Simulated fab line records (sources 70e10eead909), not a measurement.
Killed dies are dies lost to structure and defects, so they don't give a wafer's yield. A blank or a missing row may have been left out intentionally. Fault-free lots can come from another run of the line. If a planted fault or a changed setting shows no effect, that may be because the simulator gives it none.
Matching of chambers / flow nandHarc / 4 sister chambers for NHARC_A_STAIRCASE_TRIM_220 on rieDiel-09
The step chemistry O2, time 211.2 s. 4 wafers are shown with their chamber, then 9 later ones without.

## EACH WAFER AND ITS CHAMBER
wafer=L087.3; chamber=1; showerheadPlenumPTorr (Torr)=3.37
wafer=L089.3; chamber=0; showerheadPlenumPTorr (Torr)=3.35
wafer=L089.5; chamber=2; showerheadPlenumPTorr (Torr)=3.52
wafer=L089.6; chamber=3; showerheadPlenumPTorr (Torr)=3.58

## WAFERS WHOSE CHAMBER IS MISSING
wafer=L090.1; showerheadPlenumPTorr (Torr)=3.35
wafer=L090.2; showerheadPlenumPTorr (Torr)=3.58
wafer=L090.3; showerheadPlenumPTorr (Torr)=3.51
wafer=L094.2; showerheadPlenumPTorr (Torr)=3.51
wafer=L094.4; showerheadPlenumPTorr (Torr)=3.33
wafer=L094.5; showerheadPlenumPTorr (Torr)=3.35
wafer=L097.1; showerheadPlenumPTorr (Torr)=3.34
wafer=L097.2; showerheadPlenumPTorr (Torr)=3.33
wafer=L097.5; showerheadPlenumPTorr (Torr)=3.34

## WHICH CHAMBER EACH WENT THROUGH
wafer=L090.1; from the rows above=can't be placed: 0 or 1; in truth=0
wafer=L090.2; from the rows above=3; in truth=3
wafer=L090.3; from the rows above=2; in truth=2
wafer=L094.2; from the rows above=2; in truth=2
wafer=L094.4; from the rows above=can't be placed: 0 or 1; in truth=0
wafer=L094.5; from the rows above=can't be placed: 0 or 1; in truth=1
wafer=L097.1; from the rows above=can't be placed: 0 or 1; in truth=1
wafer=L097.2; from the rows above=can't be placed: 0 or 1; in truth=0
wafer=L097.5; from the rows above=can't be placed: 0 or 1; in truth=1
Placed correctly: 3 of 9. Cannot be placed on the basis of these rows: 6; the candidates contain the true chamber in 6. Number placed wrongly: 0.
How it was worked out, from the rows above alone: a wafer's distance from a chamber is the root of the sum, over the readings, of the square of ((its reading less the chamber's mean) divided by the reading's scatter). The wafer belongs to the nearest chamber; if the next one is less than 2 further off, it can't be placed. The mean given for a chamber averages the wafers shown for that chamber. The scatter (one wafer shown for each chamber): square how far every hidden wafer sits from the nearest shown wafer, average those squares and take the square root.
